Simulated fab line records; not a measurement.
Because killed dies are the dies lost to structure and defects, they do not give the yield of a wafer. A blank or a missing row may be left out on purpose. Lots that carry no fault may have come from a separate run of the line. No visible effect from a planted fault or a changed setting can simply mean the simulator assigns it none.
Comparing a struck lot with a sound one / flow n5_finfet / 38 steps out of a route of 1938
Sound: wafers L833.1, L833.3, L833.6. Wafers struck: L842.3, L842.5, L842.6. At the end, the cause is stated.
Order at every step that has rows: each side's tool, ch and its chambers, its first start. Under that, the readings that differ: sound wafers / struck wafers / difference of the means / sigmas: that difference in standard deviations of wafers without a fault.
alike: same words and numbers on both sides, and readings whose means sit less than 2 such deviations apart. not compared: any withheld reading, any reading some wafer has no value for, any bound like >300 that may hide the same value, and any number with overlapping values for which the record gives no deviation.
The two part at a step that has a row with sigmas, a row that says differs or no value, or rows on one side only. Numbers that have no deviation but don't overlap get no sigmas and don't part them. A reading that every wafer of one side lacks parts them only if that side has two wafers or more.

first, 9 steps without rows for these wafers: N5_BEOL_M1_COAT_22 (resist thk 30 nm); N5_BEOL_M1_EBR_24; N5_BEOL_M1_SOFTBAKE_23 (time 60 s); N5_BEOL_M1_EXPOSE_25 (exposes mask V0, defocus 5 nm, target cd 24 nm); N5_BEOL_M1_PEB_26 (peb time 60 s); N5_BEOL_M1_DEVELOP_27 (develop time 30 s); N5_BEOL_M1_DESCUM_33 (chemistry O2, time 7 s); N5_BEOL_M1_ETCH_77 (etches underlayer in N2/H2, target depth 6.5 nm, time 5.2 s); N5_BEOL_M1_ETCH_69 (etches SiARC in CF4, target depth 15.6 nm, time 26 s).
N5_BEOL_M1_ALD_98: deposits SiO2, target thk 2.5 nm, pulse time 1 s, co reactant pulse time 1 s.
  sound on ald_sin-02 ch 0,1, day 6 16:26; struck on ald_sin-02 ch 2,3, day 9 05:51
  alike: heater_power_w, precursor_pulse_height_rel
then, 27 steps without rows for these wafers: N5_BEOL_M1_ETCHBACK_99 (etches SiO2 in CHF3, target depth 5 nm, time 10.4 s); N5_BEOL_M1_ETCH_70 (etches SOC in N2/H2, target depth 80 nm, overetch 16 nm, time 120 s); N5_BEOL_M1_STRIP_71 (strips in N2/H2); N5_BEOL_M1_STRIP_78 (strips in N2/H2); N5_BEOL_M1_VIA_ETCH_34 (etches the open film in C4F6/O2, target depth 67.8 nm, time 64.4 s); N5_BEOL_M1_STRIP_83 (strips in C4F6/O2); N5_BEOL_M1_STRIP_36 (strips in N2/H2); N5_BEOL_M1_TRENCH_ETCH_37 (etches SiOC in C4F6/O2, target depth 55.207 nm, time 29 s); N5_BEOL_M1_ETCH_41 (etches SiCN in CH3F/O2, target depth 31.9 nm, time 57.8 s); N5_BEOL_M1_STRIP_97 (strips in N2/H2, time 10 s); N5_BEOL_M1_HM_STRIP_39 (strips TiN in peroxide tin strip, target depth 25 nm, time 158 s); N5_BEOL_M1_SRD_40 (time 30 s); N5_BEOL_M1_PRECLEAN_42 (cleans in residue remover, time 60 s); N5_BEOL_M1_SRD_43 (time 30 s); N5_BEOL_M1_DEGAS_44 (time 60 s); N5_BEOL_M1_PRE_CLEAN_45 (time 30 s); N5_BEOL_M1_ALD_84 (deposits TaN, pulse time 2 s, purge time 3 s, co reactant purge time 2 s); N5_BEOL_M1_SURFACE_TREAT_85; N5_BEOL_M1_CVD_47 (deposits Co from CCTBA/H2, target thk 3 nm, time 223.8 s); N5_BEOL_M1_SPUTTER_48 (material Cu, target thk 4.5 nm, time 8.29 s); N5_BEOL_M1_ANNEAL_49 (time 240 s); N5_BEOL_M1_SPUTTER_79 (material Cu, target thk 4.5 nm, time 8.29 s); N5_BEOL_M1_ANNEAL_80 (time 240 s); N5_BEOL_M1_SPUTTER_81 (material Cu, target thk 4.5 nm, time 8.29 s); N5_BEOL_M1_ANNEAL_82 (time 240 s); N5_BEOL_M1_SPUTTER_86 (material Cu, target thk 4.5 nm, time 8.29 s); N5_BEOL_M1_ANNEAL_87 (time 240 s).
-- a jump in the record: the struck wafers' starts before and after are 6 days apart (it breaks off in module BEOL_M1 and resumes in module PASSIVATION, where the first step shown is number 1936 of the route) --
N5_PASSIVATION_PROBE_49:
  rows exist in the record for the struck wafers here (prober-01, day 15 03:55), but not for the sound ones

== WHERE THEY PART ==
At N5_PASSIVATION_PROBE_49 and nowhere else, as far as this record goes.

WHY: what had been put in by the simulator
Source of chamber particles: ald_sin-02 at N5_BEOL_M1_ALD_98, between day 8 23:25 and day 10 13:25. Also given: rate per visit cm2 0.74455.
